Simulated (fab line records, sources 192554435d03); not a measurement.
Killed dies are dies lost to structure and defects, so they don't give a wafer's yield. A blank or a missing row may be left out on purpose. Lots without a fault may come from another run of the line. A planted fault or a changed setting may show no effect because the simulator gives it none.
A struck lot beside a sound one | flow n5_finfet | 14 steps out of a route of 1938
Sound: wafers L892.1, L892.2, L892.6. Struck: wafers L903.1, L903.4. The cause comes at the end.
At each step with rows: each side's tool, then ch and its chambers, then its first start. Under that, the readings that differ: sound wafers | struck wafers | difference of the means | sigmas: that difference in standard deviations of wafers without a fault.
alike: readings whose means differ by less than 2 such deviations, and words and numbers that are the same on both sides. not compared: withheld readings, readings that some wafer has no value for, bounds like >300 that may hide the same value, and numbers for which the record gives no deviation and whose values overlap.
The two part at a step that has a row with sigmas, a row that says differs or no value, or rows on one side only. Numbers that don't overlap but have no deviation are shown without sigmas and don't part them. A reading that every wafer of one side lacks parts them only if that side has two wafers or more.

N5_BEOL_M5_OVL_MEAS_29:
  sound on overlay-01 ch 0, day 9 11:31; struck on overlay-02 ch 0, day 12 05:18
  alike: V4_OVL
N5_BEOL_M5_INSPECT_30: inspects for defects (brightfield).
  sound on defect_inspect-02, day 9 11:34; struck on defect_inspect-02, day 12 05:22
  alike: raw_defect_count
N5_BEOL_M5_DESCUM_33: chemistry O2, time 7 s.
  sound on rie_diel-01 ch 0,1,2, day 9 12:09; struck on rie_diel-01 ch 1,3, day 12 06:18
  alike: drypump_motor_current_A, oes_product_au, rf_vpp_V, showerhead_plenum_p_Torr, throttle_valve_pct
  not compared: rf_hours_counter_h
N5_BEOL_M5_ETCH_75: etches underlayer in N2/H2, target depth 6.5 nm, time 5.2 s.
  sound on rie_diel-01 ch 0,1,2, day 9 12:11; struck on rie_diel-01 ch 1,3, day 12 06:20
  alike: drypump_motor_current_A, etch_rf_on_time_s, oes_product_au, rf_vpp_V, showerhead_plenum_p_Torr, throttle_valve_pct
  not compared: rf_hours_counter_h
N5_BEOL_M5_ETCH_67: etches SiARC in CF4, target depth 15.6 nm, time 26 s.
  sound on rie_diel-01 ch 0,1,2, day 9 12:13; struck on rie_diel-01 ch 1,3, day 12 06:21
  alike: cf4_flow_sccm, drypump_motor_current_A, etch_rf_on_time_s, oes_product_au, rf_vpp_V, showerhead_plenum_p_Torr, throttle_valve_pct
  not compared: rf_hours_counter_h
N5_BEOL_M5_ETCH_68: etches SOC in N2/H2, target depth 80 nm, overetch 16 nm, time 120 s.
  sound on rie_diel-01 ch 0,1,2, day 9 12:14; struck on rie_diel-01 ch 1,3, day 12 06:23
  alike: drypump_motor_current_A, oes_product_au, rf_vpp_V, showerhead_plenum_p_Torr, throttle_valve_pct
  not compared: rf_hours_counter_h
then, 2 steps without rows for these wafers: N5_BEOL_M5_STRIP_69 (strips in N2/H2); N5_BEOL_M5_STRIP_76 (strips in N2/H2).
N5_BEOL_M5_VIA_ETCH_34: etches SiCOH lowk in C4F6/O2, target depth 88.3 nm, time 39.2 s.
  sound on rie_diel-01 ch 0,1,2, day 9 12:20; struck on rie_diel-01 ch 1,3, day 12 06:29
  alike: drypump_motor_current_A, oes_f_703_au, oes_product_au, rf_vpp_V, showerhead_plenum_p_Torr, throttle_valve_pct
  not compared: rf_hours_counter_h
then, 3 steps without rows for these wafers: N5_BEOL_M5_STRIP_85 (strips in C4F6/O2); N5_BEOL_M5_STRIP_36 (strips in N2/H2); N5_BEOL_M5_TRENCH_ETCH_37 (etches SiCOH lowk in C4F6/O2, target depth 71.652 nm, time 24.7 s).
N5_BEOL_M5_ETCH_41: etches SiCN in CH3F/O2, target depth 31.5 nm, time 56.7 s.
  sound on rie_diel-01 ch 0,1,2, day 9 12:27; struck on rie_diel-01 ch 1,3, day 12 06:35
  reading                  | sound             | struck      | difference | sigmas
  oes_product_au (a.u.)    | 0.70 0.88 0.93    | 0.51 0.62   | -0.27      | -3
  model.etch.depth_nm (nm) | 21.35 21.51 21.97 | 12.36 12.63 | -9.11      |
  alike: drypump_motor_current_A, rf_vpp_V, showerhead_plenum_p_Torr, throttle_valve_pct
  not compared: rf_hours_counter_h
then, 1 step without rows for these wafers: N5_BEOL_M5_STRIP_91 (strips in N2/H2, time 10 s).

WHERE THEY PART
Only at N5_BEOL_M5_ETCH_41, within this record.

WHY: what the simulator had put in
Process parameter drift: rie_diel-01, from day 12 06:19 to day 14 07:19, at N5_BEOL_M5_ETCH_41. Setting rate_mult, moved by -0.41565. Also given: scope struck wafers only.
